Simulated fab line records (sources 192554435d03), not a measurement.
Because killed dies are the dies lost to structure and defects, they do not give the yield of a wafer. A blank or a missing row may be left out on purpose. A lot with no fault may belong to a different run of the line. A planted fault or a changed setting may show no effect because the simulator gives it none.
Matching of chambers | flow n5_finfet | N5_BEOL_M5_DESCUM_16 on rie_diel-02 has 4 sister chambers
The step chemistry O2, time 7 s. 4 wafers are shown with their chamber, then 7 later ones without.

WAFERS PAIRED WITH THEIR CHAMBERS
wafer  | chamber | showerhead_plenum_p_Torr (Torr)
L085.3 | 2       | 2.06
L085.5 | 0       | 2.09
L086.2 | 3       | 2.13
L086.3 | 1       | 1.92

WAFERS WITHOUT THEIR CHAMBER
wafer  | showerhead_plenum_p_Torr (Torr)
L086.6 | 2.09
L088.1 | 2.08
L088.4 | 1.92
L088.6 | 2.08
L095.3 | 1.92
L095.4 | 2.08
L095.6 | 2.06

THE CHAMBER EACH PASSED THROUGH
wafer  | from the rows above     | in truth
L086.6 | 0                       | 0
L088.1 | can't be placed: 0 or 2 | 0
L088.4 | 1                       | 1
L088.6 | can't be placed: 0 or 2 | 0
L095.3 | 1                       | 1
L095.4 | can't be placed: 0 or 2 | 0
L095.6 | 2                       | 2
4 of 7 placed correctly. Cannot be placed on the basis of these rows: 3; the candidates contain the true chamber in 3. Number placed wrongly: 0.
How it was worked out, from the rows above alone: a wafer's distance from a chamber is the root of the sum, over the readings, of the square of ((its reading less the chamber's mean) divided by the reading's scatter). If the next closest chamber is less than 2 further off than the closest, the wafer can't be placed; otherwise it belongs to the closest. The mean given for a chamber averages the wafers shown for that chamber. The scatter (one wafer shown for each chamber): square how far every hidden wafer sits from the nearest shown wafer, average those squares and take the square root.
